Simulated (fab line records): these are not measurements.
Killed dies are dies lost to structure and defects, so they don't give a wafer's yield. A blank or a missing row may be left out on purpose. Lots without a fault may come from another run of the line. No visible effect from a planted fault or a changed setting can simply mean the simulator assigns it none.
Matching of chambers / flow nand_harc / NHARC_A_STAIRCASE_DESCUM_219 on rie_diel-04: 4 sister chambers
The step chemistry O2, time 3 s. 18 wafers are shown with their chamber, then 9 later ones without.

## WAFERS, EACH WITH ITS CHAMBER
wafer=L076.1; chamber=1; drypump_motor_current_A (A)=5.0; showerhead_plenum_p_Torr (Torr)=1.89; oes_product_au (a.u.)=1.004
wafer=L076.4; chamber=0; drypump_motor_current_A (A)=6.0; showerhead_plenum_p_Torr (Torr)=1.96; oes_product_au (a.u.)=1.013
wafer=L076.6; chamber=0; drypump_motor_current_A (A)=5.9; showerhead_plenum_p_Torr (Torr)=1.96; oes_product_au (a.u.)=1.006
wafer=L080.1; chamber=0; drypump_motor_current_A (A)=6.0; showerhead_plenum_p_Torr (Torr)=1.96; oes_product_au (a.u.)=1.014
wafer=L080.2; chamber=2; drypump_motor_current_A (A)=5.6; showerhead_plenum_p_Torr (Torr)=1.87; oes_product_au (a.u.)=1.002
wafer=L080.3; chamber=3; drypump_motor_current_A (A)=6.2; showerhead_plenum_p_Torr (Torr)=1.93; oes_product_au (a.u.)=1.000
wafer=L083.2; chamber=0; drypump_motor_current_A (A)=6.0; showerhead_plenum_p_Torr (Torr)=1.96; oes_product_au (a.u.)=1.007
wafer=L083.4; chamber=2; drypump_motor_current_A (A)=5.6; showerhead_plenum_p_Torr (Torr)=1.86; oes_product_au (a.u.)=0.995
wafer=L083.5; chamber=2; drypump_motor_current_A (A)=5.7; showerhead_plenum_p_Torr (Torr)=1.86; oes_product_au (a.u.)=1.001
wafer=L086.1; chamber=2; drypump_motor_current_A (A)=5.6; showerhead_plenum_p_Torr (Torr)=1.86; oes_product_au (a.u.)=0.997
wafer=L086.2; chamber=0; drypump_motor_current_A (A)=5.9; showerhead_plenum_p_Torr (Torr)=1.96; oes_product_au (a.u.)=1.018
wafer=L086.3; chamber=3; drypump_motor_current_A (A)=6.2; showerhead_plenum_p_Torr (Torr)=1.93; oes_product_au (a.u.)=1.000
wafer=L091.2; chamber=2; drypump_motor_current_A (A)=5.6; showerhead_plenum_p_Torr (Torr)=1.86; oes_product_au (a.u.)=0.995
wafer=L091.4; chamber=3; drypump_motor_current_A (A)=6.2; showerhead_plenum_p_Torr (Torr)=1.92; oes_product_au (a.u.)=1.010
wafer=L091.6; chamber=1; drypump_motor_current_A (A)=5.0; showerhead_plenum_p_Torr (Torr)=1.89; oes_product_au (a.u.)=0.999
wafer=L092.2; chamber=2; drypump_motor_current_A (A)=5.7; showerhead_plenum_p_Torr (Torr)=1.86; oes_product_au (a.u.)=1.006
wafer=L092.3; chamber=0; drypump_motor_current_A (A)=6.0; showerhead_plenum_p_Torr (Torr)=1.95; oes_product_au (a.u.)=1.016
wafer=L092.6; chamber=2; drypump_motor_current_A (A)=5.6; showerhead_plenum_p_Torr (Torr)=1.86; oes_product_au (a.u.)=0.994

SIGNATURES (means of the wafers above)
reading=drypump_motor_current_A; chamber 0=5.967; chamber 1=5.000; chamber 2=5.629; chamber 3=6.200; scatter within a chamber=0.0444
reading=showerhead_plenum_p_Torr; chamber 0=1.9583; chamber 1=1.8900; chamber 2=1.8614; chamber 3=1.9267; scatter within a chamber=0.0041
reading=oes_product_au; chamber 0=1.01233; chamber 1=1.00150; chamber 2=0.99857; chamber 3=1.00333; scatter within a chamber=0.00477
Rule: a wafer lies at a distance from a chamber equal to the root of the sum of squares, over the readings, of (its reading less the chamber's mean, divided by the reading's scatter). If the next closest chamber is less than 2 further off than the closest, the wafer can't be placed; otherwise it belongs to the closest. The scatter is the square root of a quotient: the sum, over the shown wafers, of each reading's squared deviation from its chamber's mean, divided by wafers minus chambers.

## WAFERS MISSING THEIR CHAMBER
wafer=L090.2; drypump_motor_current_A (A)=5.6; showerhead_plenum_p_Torr (Torr)=1.86; oes_product_au (a.u.)=0.997
wafer=L090.4; drypump_motor_current_A (A)=6.1; showerhead_plenum_p_Torr (Torr)=1.92; oes_product_au (a.u.)=0.992
wafer=L090.5; drypump_motor_current_A (A)=5.6; showerhead_plenum_p_Torr (Torr)=1.86; oes_product_au (a.u.)=0.998
wafer=L093.1; drypump_motor_current_A (A)=6.2; showerhead_plenum_p_Torr (Torr)=1.92; oes_product_au (a.u.)=1.001
wafer=L093.2; drypump_motor_current_A (A)=5.6; showerhead_plenum_p_Torr (Torr)=1.86; oes_product_au (a.u.)=0.991
wafer=L093.3; drypump_motor_current_A (A)=5.0; showerhead_plenum_p_Torr (Torr)=1.88; oes_product_au (a.u.)=0.995
wafer=L097.1; drypump_motor_current_A (A)=6.0; showerhead_plenum_p_Torr (Torr)=1.95; oes_product_au (a.u.)=1.012
wafer=L097.2; drypump_motor_current_A (A)=5.6; showerhead_plenum_p_Torr (Torr)=1.85; oes_product_au (a.u.)=1.003
wafer=L097.6; drypump_motor_current_A (A)=5.9; showerhead_plenum_p_Torr (Torr)=1.95; oes_product_au (a.u.)=0.999

## CHAMBER TAKEN BY EACH
wafer=L090.2; from the rows above=2; in truth=2
wafer=L090.4; from the rows above=3; in truth=3
wafer=L090.5; from the rows above=2; in truth=2
wafer=L093.1; from the rows above=3; in truth=3
wafer=L093.2; from the rows above=2; in truth=2
wafer=L093.3; from the rows above=1; in truth=1
wafer=L097.1; from the rows above=0; in truth=0
wafer=L097.2; from the rows above=2; in truth=2
wafer=L097.6; from the rows above=0; in truth=0
Placed correctly: 9 of 9. Not placeable from these rows: 0. Wrongly placed: 0.
